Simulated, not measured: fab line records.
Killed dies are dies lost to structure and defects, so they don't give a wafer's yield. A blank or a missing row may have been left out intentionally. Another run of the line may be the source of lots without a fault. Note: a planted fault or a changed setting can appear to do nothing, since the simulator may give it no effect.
The tool behind it: which one? || flow nand-harc || Sampling: 14 lots, 42 wafers, 5 of 1159 route steps

WHAT THE GAUGES SHOWED, per wafer
NHARC_A_BONDPAD_CD_MEAS_13. Usual: cd-nm at 499.6 nm, with a standard deviation of 2.1.
{"lot": "L745", "measured": "day 17 20:27", "on": "cd-sem-01", "cd-nm (nm)": "498.7 503.7 501.9", "flag": ""}
{"lot": "L744", "measured": "day 18 05:59", "on": "cd-sem-01", "cd-nm (nm)": "499.7 501.3 499.1", "flag": ""}
{"lot": "L747", "measured": "day 18 14:26", "on": "cd-sem-03", "cd-nm (nm)": "501.5 504.0 501.6", "flag": ""}
{"lot": "L746", "measured": "day 18 20:05", "on": "cd-sem-01", "cd-nm (nm)": "501.9 495.4 496.4", "flag": ""}
{"lot": "L748", "measured": "day 18 23:14", "on": "cd-sem-03", "cd-nm (nm)": "500.0 496.1 499.3", "flag": ""}
{"lot": "L750", "measured": "day 19 04:01", "on": "cd-sem-01", "cd-nm (nm)": "499.3 501.8 502.8", "flag": ""}
{"lot": "L749", "measured": "day 19 04:23", "on": "cd-sem-01", "cd-nm (nm)": "500.7 500.9 497.5", "flag": ""}
{"lot": "L752", "measured": "day 19 21:21", "on": "cd-sem-01", "cd-nm (nm)": "499.3 497.8 501.9", "flag": ""}
{"lot": "L751", "measured": "day 20 03:59", "on": "cd-sem-02", "cd-nm (nm)": "500.2 501.8 498.8", "flag": ""}
{"lot": "L758", "measured": "day 20 15:04", "on": "cd-sem-01", "cd-nm (nm)": "499.0 498.0 503.4", "flag": ""}
{"lot": "L760", "measured": "day 21 07:56", "on": "cd-sem-03", "cd-nm (nm)": "494.7 496.4 497.4", "flag": ""}
{"lot": "L759", "measured": "day 21 11:29", "on": "cd-sem-02", "cd-nm (nm)": "501.2 497.5 501.5", "flag": ""}
{"lot": "L761", "measured": "day 22 09:39", "on": "cd-sem-03", "cd-nm (nm)": "494.6 499.6 499.0", "flag": ""}
{"lot": "L767", "measured": "day 23 23:44", "on": "cd-sem-03", "cd-nm (nm)": "500.7 500.7 502.2", "flag": ""}

NHARC_END_SORT_01. Usual: killed-at-array 27, standard deviation 10; killed-at-other 0.6, standard deviation 0.83; killed-at-periphery 2.4, standard deviation 1.8; killed-dies 30, standard deviation 10; killed-open 3.3, standard deviation 1.7; killed-short 1.8, standard deviation 1.4.
{"lot": "L760", "measured": "day 22 18:57", "on": "prober-01", "killed-at-array": "101 140 85", "killed-at-other": "0 0 1", "killed-at-periphery": "0 0 0", "killed-dies": "101 140 86", "killed-open": "1 3 2", "killed-short": "2 5 3", "flag": "OFF"}
{"lot": "L759", "measured": "day 22 18:08", "on": "prober-02", "killed-at-array": "131 81 139", "killed-at-other": "0 0 0", "killed-at-periphery": "4 3 3", "killed-dies": "135 84 142", "killed-open": "3 3 1", "killed-short": "2 2 2", "flag": "OFF"}
{"lot": "L761", "measured": "day 23 15:56", "on": "prober-01", "killed-at-array": "80 213 76", "killed-at-other": "0 2 1", "killed-at-periphery": "1 2 3", "killed-dies": "81 217 80", "killed-open": "2 5 3", "killed-short": "0 1 4", "flag": "OFF"}

EACH LOT AND THE TOOL THAT RAN IT (in order: tool; ch and the chambers of the sampled wafers; start)
{"lot": "L745", "NHARC_A_CONTACT_DEP_29": "pecvd-04 ch 0,2, day 16 03:58", "NHARC_A_BONDPAD_PVD_17": "pvd-sputter-03, no start", "NHARC_A_BONDPAD_PVD_27": "pvd-sputter-03, no start"}
{"lot": "L744", "NHARC_A_CONTACT_DEP_29": "pecvd-02 ch 0,1,2, day 16 10:02", "NHARC_A_BONDPAD_PVD_17": "pvd-sputter-01, no start", "NHARC_A_BONDPAD_PVD_27": "pvd-sputter-01, no start"}
{"lot": "L747", "NHARC_A_CONTACT_DEP_29": "pecvd-01 ch 0,1,2, day 16 20:40", "NHARC_A_BONDPAD_PVD_17": "pvd-sputter-02, no start", "NHARC_A_BONDPAD_PVD_27": "pvd-sputter-02, no start"}
{"lot": "L746", "NHARC_A_CONTACT_DEP_29": "pecvd-01 ch 0,2, day 16 22:29", "NHARC_A_BONDPAD_PVD_17": "pvd-sputter-02, no start", "NHARC_A_BONDPAD_PVD_27": "pvd-sputter-02, no start"}
{"lot": "L748", "NHARC_A_CONTACT_DEP_29": "pecvd-04 ch 1,2, day 17 05:44", "NHARC_A_BONDPAD_PVD_17": "pvd-sputter-01, no start", "NHARC_A_BONDPAD_PVD_27": "pvd-sputter-01, no start"}
{"lot": "L750", "NHARC_A_CONTACT_DEP_29": "pecvd-04 ch 0,1,2, day 17 11:50", "NHARC_A_BONDPAD_PVD_17": "pvd-sputter-02, no start", "NHARC_A_BONDPAD_PVD_27": "pvd-sputter-02, no start"}
{"lot": "L749", "NHARC_A_CONTACT_DEP_29": "pecvd-01 ch 0,1,2, day 17 12:03", "NHARC_A_BONDPAD_PVD_17": "pvd-sputter-01, no start", "NHARC_A_BONDPAD_PVD_27": "pvd-sputter-01, no start"}
{"lot": "L752", "NHARC_A_CONTACT_DEP_29": "pecvd-01 ch 1,2, day 18 05:34", "NHARC_A_BONDPAD_PVD_17": "pvd-sputter-02, no start", "NHARC_A_BONDPAD_PVD_27": "pvd-sputter-02, no start"}
{"lot": "L751", "NHARC_A_CONTACT_DEP_29": "pecvd-02 ch 1,2, day 18 13:47", "NHARC_A_BONDPAD_PVD_17": "pvd-sputter-01, no start", "NHARC_A_BONDPAD_PVD_27": "pvd-sputter-01, no start"}
{"lot": "L758", "NHARC_A_CONTACT_DEP_29": "pecvd-01 ch 0,1, day 19 03:52", "NHARC_A_BONDPAD_PVD_17": "pvd-sputter-02, no start", "NHARC_A_BONDPAD_PVD_27": "pvd-sputter-02, no start"}
{"lot": "L760", "NHARC_A_CONTACT_DEP_29": "pecvd-01 ch 0,2, day 19 16:02", "NHARC_A_BONDPAD_PVD_17": "pvd-sputter-03, day 22 18:57 or earlier", "NHARC_A_BONDPAD_PVD_27": "pvd-sputter-03, day 22 18:57 or earlier"}
{"lot": "L759", "NHARC_A_CONTACT_DEP_29": "pecvd-01 ch 0,1, day 20 01:04", "NHARC_A_BONDPAD_PVD_17": "pvd-sputter-02, day 22 18:08 or earlier", "NHARC_A_BONDPAD_PVD_27": "pvd-sputter-02, day 22 18:08 or earlier"}
{"lot": "L761", "NHARC_A_CONTACT_DEP_29": "pecvd-01 ch 0,1, day 20 13:50", "NHARC_A_BONDPAD_PVD_17": "pvd-sputter-03, day 23 15:56 or earlier", "NHARC_A_BONDPAD_PVD_27": "pvd-sputter-03, day 23 15:56 or earlier"}
{"lot": "L767", "NHARC_A_CONTACT_DEP_29": "pecvd-04 ch 0,1,2, day 22 09:21", "NHARC_A_BONDPAD_PVD_17": "pvd-sputter-02, no start", "NHARC_A_BONDPAD_PVD_27": "pvd-sputter-02, no start"}
- NHARC_A_CONTACT_DEP_29: deposits SiON, target thk 70 nm.
- NHARC_A_BONDPAD_PVD_17: deposits TaN, target thk 5 nm, time 8.06 s.
- NHARC_A_BONDPAD_PVD_27: deposits Cu, target thk 30 nm, time 20.49 s.

WHAT THE TOOLS THEMSELVES READ (means of the sampled wafers that have a number; where no wafer has one, the mark that the record gives instead)
NHARC_A_CONTACT_DEP_29. Usual: heater-power-w at 797 W, with a standard deviation of 120.
{"lot": "L745", "tool": "pecvd-04", "heater-power-w (W)": 802, "flag": ""}
{"lot": "L744", "tool": "pecvd-02", "heater-power-w (W)": 817, "flag": ""}
{"lot": "L747", "tool": "pecvd-01", "heater-power-w (W)": 763, "flag": ""}
{"lot": "L746", "tool": "pecvd-01", "heater-power-w (W)": 866, "flag": ""}
{"lot": "L748", "tool": "pecvd-04", "heater-power-w (W)": 801, "flag": ""}
{"lot": "L750", "tool": "pecvd-04", "heater-power-w (W)": 818, "flag": ""}
{"lot": "L749", "tool": "pecvd-01", "heater-power-w (W)": 810, "flag": ""}
{"lot": "L752", "tool": "pecvd-01", "heater-power-w (W)": 718, "flag": ""}
{"lot": "L751", "tool": "pecvd-02", "heater-power-w (W)": 714, "flag": ""}
{"lot": "L758", "tool": "pecvd-01", "heater-power-w (W)": 906, "flag": ""}
{"lot": "L760", "tool": "pecvd-01", "heater-power-w (W)": 804, "flag": ""}
{"lot": "L759", "tool": "pecvd-01", "heater-power-w (W)": 812, "flag": ""}
{"lot": "L761", "tool": "pecvd-01", "heater-power-w (W)": 860, "flag": ""}
{"lot": "L767", "tool": "pecvd-04", "heater-power-w (W)": 775, "flag": ""}

NHARC_A_BONDPAD_PVD_17. Usual: bias-v 168.5 V, standard deviation 1.7; throttle-valve-pct 29.2 %, standard deviation 1.3.
{"lot": "L745", "tool": "pvd-sputter-03", "bias-v (V)": 167.4, "throttle-valve-pct (%)": 28.9, "flag": ""}
{"lot": "L744", "tool": "pvd-sputter-01", "bias-v (V)": 167.5, "throttle-valve-pct (%)": 29.3, "flag": ""}
{"lot": "L747", "tool": "pvd-sputter-02", "bias-v (V)": 168.6, "throttle-valve-pct (%)": 29.3, "flag": ""}
{"lot": "L746", "tool": "pvd-sputter-02", "bias-v (V)": 168.8, "throttle-valve-pct (%)": 29.2, "flag": ""}
{"lot": "L748", "tool": "pvd-sputter-01", "bias-v (V)": 168.8, "throttle-valve-pct (%)": 29.9, "flag": ""}
{"lot": "L750", "tool": "pvd-sputter-02", "bias-v (V)": 170.0, "throttle-valve-pct (%)": 29.2, "flag": ""}
{"lot": "L749", "tool": "pvd-sputter-01", "bias-v (V)": 168.7, "throttle-valve-pct (%)": 29.0, "flag": ""}
{"lot": "L752", "tool": "pvd-sputter-02", "bias-v (V)": 169.4, "throttle-valve-pct (%)": 28.6, "flag": ""}
{"lot": "L751", "tool": "pvd-sputter-01", "bias-v (V)": 168.7, "throttle-valve-pct (%)": 29.2, "flag": ""}
{"lot": "L758", "tool": "pvd-sputter-02", "bias-v (V)": 170.2, "throttle-valve-pct (%)": 29.0, "flag": ""}
{"lot": "L760", "tool": "pvd-sputter-03", "bias-v (V)": 169.2, "throttle-valve-pct (%)": 29.6, "flag": ""}
{"lot": "L759", "tool": "pvd-sputter-02", "bias-v (V)": 168.5, "throttle-valve-pct (%)": 29.1, "flag": ""}
{"lot": "L761", "tool": "pvd-sputter-03", "bias-v (V)": 167.7, "throttle-valve-pct (%)": 28.5, "flag": ""}
{"lot": "L767", "tool": "pvd-sputter-02", "bias-v (V)": 168.1, "throttle-valve-pct (%)": 28.8, "flag": ""}

NHARC_A_BONDPAD_PVD_27. Usual: throttle-valve-pct at 29.2 %, with a standard deviation of 1.2.
{"lot": "L745", "tool": "pvd-sputter-03", "throttle-valve-pct (%)": 30.2, "flag": ""}
{"lot": "L744", "tool": "pvd-sputter-01", "throttle-valve-pct (%)": 29.5, "flag": ""}
{"lot": "L747", "tool": "pvd-sputter-02", "throttle-valve-pct (%)": 28.7, "flag": ""}
{"lot": "L746", "tool": "pvd-sputter-02", "throttle-valve-pct (%)": 28.3, "flag": ""}
{"lot": "L748", "tool": "pvd-sputter-01", "throttle-valve-pct (%)": 29.0, "flag": ""}
{"lot": "L750", "tool": "pvd-sputter-02", "throttle-valve-pct (%)": 28.6, "flag": ""}
{"lot": "L749", "tool": "pvd-sputter-01", "throttle-valve-pct (%)": 29.4, "flag": ""}
{"lot": "L752", "tool": "pvd-sputter-02", "throttle-valve-pct (%)": 28.7, "flag": ""}
{"lot": "L751", "tool": "pvd-sputter-01", "throttle-valve-pct (%)": 29.6, "flag": ""}
{"lot": "L758", "tool": "pvd-sputter-02", "throttle-valve-pct (%)": 29.1, "flag": ""}
{"lot": "L760", "tool": "pvd-sputter-03", "throttle-valve-pct (%)": 29.2, "flag": ""}
{"lot": "L759", "tool": "pvd-sputter-02", "throttle-valve-pct (%)": 28.7, "flag": ""}
{"lot": "L761", "tool": "pvd-sputter-03", "throttle-valve-pct (%)": 29.4, "flag": ""}
{"lot": "L767", "tool": "pvd-sputter-02", "throttle-valve-pct (%)": 28.6, "flag": ""}

THE ANSWER, worked out from the rows above alone
Rule: take the mean of a lot's wafers that have a number; if it is more than 3 standard deviations from the usual mean, the lot is off. Also off: a lot with no number at a reading for which 4 or more lots have one. All remaining lots with rows at the step are treated as sound. First the gauges in route order, then the tools' own readings, where a lot's mean is used as printed above. At the first step where some lot is off, the reading lying furthest off is the one used; lots without a number count as furthest.
Off: L760, L759, L761, at NHARC_END_SORT_01 (killed-at-array). Neither off nor sound, because the step has no rows for them: L745, L744, L747, L746, L748, L750, L749, L752, L751, L758, L767.
If a tool, at a process step before that reading, ran all the lots that are off and no sound lot after the first of them, it fits. Those tools and the gauges at NHARC_END_SORT_01 are tried in the same way. With no start given for some of its lots, NHARC_A_BONDPAD_PVD_17 uses the hours and lot order of NHARC_END_SORT_01. With no start given for some of its lots, NHARC_A_BONDPAD_PVD_27 uses the hours and lot order of NHARC_END_SORT_01. One fits: NHARC_A_CONTACT_DEP_29 on pecvd-01. It ran no sound lot before its first lot that is off in this sample, so the start can't be narrowed down.

WHAT THE SIMULATOR PUT IN
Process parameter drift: pecvd-01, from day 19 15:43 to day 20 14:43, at NHARC_A_CONTACT_DEP_29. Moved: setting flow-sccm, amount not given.
Struck lots among those shown: L760, L759, L761. The same result came from the rule above.
